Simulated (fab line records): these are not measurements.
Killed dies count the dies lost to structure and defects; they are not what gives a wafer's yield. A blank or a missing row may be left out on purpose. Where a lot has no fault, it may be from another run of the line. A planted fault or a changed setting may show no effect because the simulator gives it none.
Chamber matching ; flow nand-harc ; rie-diel-05 running NHARC_A_CONTACT_ETCH_75: 4 sister chambers
The step etches the open film in CF4, target depth 39 nm, time 65 s. 8 wafers are shown with their chamber, then 7 later ones without.

WAFERS, EACH WITH ITS CHAMBER
wafer;chamber;showerhead-plenum-p-Torr (Torr);throttle-valve-pct (%)
L076.4;1;1.77;13.287
L076.5;0;1.87;13.275
L076.6;1;1.77;13.278
L080.2;0;1.86;13.267
L080.3;2;1.88;13.290
L080.4;3;1.82;13.265
L088.2;3;1.82;13.284
L088.3;2;1.88;13.290

WAFERS WHOSE CHAMBER IS MISSING
wafer;showerhead-plenum-p-Torr (Torr);throttle-valve-pct (%)
L088.4;1.76;13.269
L092.1;1.87;13.299
L092.2;1.81;13.276
L092.5;1.87;13.298
L095.1;1.87;13.297
L095.2;1.76;13.283
L095.4;1.86;13.284

WHICH CHAMBER EACH WENT THROUGH
wafer;from the rows above;in truth
L088.4;1;1
L092.1;can't be placed: 2 or 0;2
L092.2;3;3
L092.5;can't be placed: 2 or 0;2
L095.1;can't be placed: 2 or 0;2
L095.2;1;1
L095.4;0;0
Correctly placed: 4 of 7. Can't be placed from these rows: 3 (the true chamber is among the candidates in 3). 0 placed wrongly.
How it was worked out, from the rows above alone: a wafer's distance from a chamber is the root of the sum, over the readings, of the square of ((its reading less the chamber's mean) divided by the reading's scatter). If the next closest chamber is less than 2 further off than the closest, the wafer can't be placed; otherwise it belongs to the closest. A chamber's mean is the mean of its shown wafers. How the scatter is found: for the shown wafers, subtract from each reading the mean of its chamber, square and add these, divide the total by (wafers less chambers), then take the root.
